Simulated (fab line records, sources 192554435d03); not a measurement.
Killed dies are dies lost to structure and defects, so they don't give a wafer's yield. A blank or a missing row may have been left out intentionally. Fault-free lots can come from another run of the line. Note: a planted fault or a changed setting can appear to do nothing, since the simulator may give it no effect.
Chamber matching + flow n5Finfet + N5_BEOL_M0_SAQP_DESCUM_19 on rieDiel-05: 4 sister chambers
The step chemistry O2, time 7.9 s. 16 wafers are shown with their chamber, then 8 later ones without.

## WAFERS PAIRED WITH THEIR CHAMBERS
| wafer  | chamber | showerheadPlenumPTorr (Torr) | throttleValvePct (%) | drypumpMotorCurrentA (A) |
|--------|---------|------------------------------|----------------------|--------------------------|
| L074.2 | 2       | 2.11                         | 20.66                | 4.8                      |
| L074.5 | 0       | 2.07                         | 20.38                | 5.9                      |
| L074.6 | 3       | 1.98                         | 20.49                | 5.1                      |
| L075.1 | 3       | 1.98                         | 20.52                | 5.2                      |
| L075.5 | 1       | 1.99                         | 20.26                | 5.5                      |
| L075.6 | 0       | 2.07                         | 20.41                | 5.9                      |
| L082.1 | 2       | 2.11                         | 20.68                | 4.9                      |
| L082.4 | 0       | 2.06                         | 20.42                | 5.9                      |
| L082.5 | 0       | 2.06                         | 20.42                | 5.8                      |
| L084.2 | 2       | 2.11                         | 20.69                | 4.9                      |
| L084.3 | 1       | 1.99                         | 20.30                | 5.5                      |
| L084.4 | 3       | 1.98                         | 20.51                | 5.1                      |
| L088.3 | 0       | 2.06                         | 20.43                | 5.8                      |
| L088.4 | 3       | 1.98                         | 20.52                | 5.1                      |
| L088.6 | 1       | 1.99                         | 20.30                | 5.4                      |
| L089.1 | 2       | 2.10                         | 20.70                | 4.8                      |

SIGNATURES (means of the wafers above)
| reading               | chamber 0 | chamber 1 | chamber 2 | chamber 3 | scatter within a chamber |
|-----------------------|-----------|-----------|-----------|-----------|--------------------------|
| showerheadPlenumPTorr | 2.0640    | 1.9900    | 2.1075    | 1.9800    | 0.00403                  |
| throttleValvePct      | 20.4120   | 20.2867   | 20.6825   | 20.5100   | 0.0183                   |
| drypumpMotorCurrentA  | 5.860     | 5.467     | 4.850     | 5.125     | 0.0549                   |
Rule: a wafer lies at a distance from a chamber equal to the root of the sum of squares, over the readings, of (its reading less the chamber's mean, divided by the reading's scatter). If the next closest chamber is less than 2 further off than the closest, the wafer can't be placed; otherwise it belongs to the closest. The scatter: take each reading less its chamber's mean, square it, sum over the shown wafers, divide by the number of wafers less the number of chambers, and take the root.

## WAFERS MISSING THEIR CHAMBER
| wafer  | showerheadPlenumPTorr (Torr) | throttleValvePct (%) | drypumpMotorCurrentA (A) |
|--------|------------------------------|----------------------|--------------------------|
| L089.2 | 2.06                         | 20.43                | 5.8                      |
| L089.3 | 1.98                         | 20.33                | 5.5                      |
| L094.1 | 2.06                         | 20.45                | 5.9                      |
| L094.4 | 1.97                         | 20.55                | 5.2                      |
| L094.6 | 1.98                         | 20.31                | 5.5                      |
| L095.2 | 2.05                         | 20.45                | 5.9                      |
| L095.4 | 2.10                         | 20.73                | 4.9                      |
| L095.5 | 1.98                         | 20.34                | 5.5                      |

## THE CHAMBER EACH PASSED THROUGH
| wafer  | from the rows above | in truth |
|--------|---------------------|----------|
| L089.2 | 0                   | 0        |
| L089.3 | 1                   | 1        |
| L094.1 | 0                   | 0        |
| L094.4 | 3                   | 3        |
| L094.6 | 1                   | 1        |
| L095.2 | 0                   | 0        |
| L095.4 | 2                   | 2        |
| L095.5 | 1                   | 1        |
Correct placement for 8 of the 8. Not placeable from these rows: 0. Wrongly placed: 0.
